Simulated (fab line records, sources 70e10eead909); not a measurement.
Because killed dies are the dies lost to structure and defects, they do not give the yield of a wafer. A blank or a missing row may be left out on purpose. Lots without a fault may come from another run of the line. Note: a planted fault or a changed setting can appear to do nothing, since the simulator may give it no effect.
Matching of chambers ; flow nand harc ; rie si-03 running NHARC_P_GATE_ETCH_32: 4 sister chambers
The step etches the open film in HBr/Cl2, target depth 150 nm, time 100.1 s. 16 wafers are shown with their chamber, then 8 later ones without.

WAFERS WITH THEIR CHAMBER
wafer;chamber;throttle valve pct (%);oes product au (a.u.)
L540.3;0;26.403;1.013
L540.4;3;26.402;1.007
L540.6;0;26.398;1.000
L546.3;1;26.419;0.998
L546.5;3;26.388;1.009
L546.6;0;26.398;1.007
L550.1;3;26.389;1.000
L550.2;2;26.396;1.021
L550.4;0;26.398;1.007
L553.2;2;26.387;1.013
L553.3;3;26.410;0.990
L553.6;2;26.408;1.021
L555.3;3;26.401;0.989
L555.4;1;26.408;1.007
L555.5;2;26.398;1.002
L556.1;0;26.404;1.010

SIGNATURES (means of the wafers above)
reading;chamber 0;chamber 1;chamber 2;chamber 3;scatter within a chamber
throttle valve pct;26.40020;26.41350;26.39725;26.39800;0.00747
oes product au;1.00740;1.00250;1.01425;0.99900;0.00776
Rule: distance of a wafer from a chamber = root of the sum over the readings of ((wafer's reading minus chamber's mean) / reading's scatter) squared. The wafer belongs to the nearest chamber; if the next one is less than 2 further off, it can't be placed. The scatter: the root of (the sum of the squares of (reading less its chamber's mean) over the shown wafers, divided by (wafers less chambers)).

WAFERS WITH NO CHAMBER GIVEN
wafer;throttle valve pct (%);oes product au (a.u.)
L556.5;26.414;1.009
L556.6;26.410;0.996
L558.2;26.417;1.013
L558.3;26.407;1.008
L558.5;26.394;1.023
L560.2;26.403;0.997
L560.5;26.405;0.994
L560.6;26.404;1.001

WHICH CHAMBER EACH WENT THROUGH
wafer;from the rows above;in truth
L556.5;can't be placed: 1 or 0 or 2 or 3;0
L556.6;can't be placed: 1 or 3 or 0 or 2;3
L558.2;can't be placed: 1 or 0 or 2 or 3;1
L558.3;can't be placed: 0 or 1 or 2 or 3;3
L558.5;can't be placed: 2 or 0 or 3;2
L560.2;can't be placed: 3 or 0 or 1 or 2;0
L560.5;can't be placed: 3 or 1 or 0 or 2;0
L560.6;can't be placed: 3 or 0 or 1 or 2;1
Correct placement for 0 of the 8. From these rows, 8 cannot be placed; in 8 the true chamber is one of the candidates. Wrongly placed: 0.
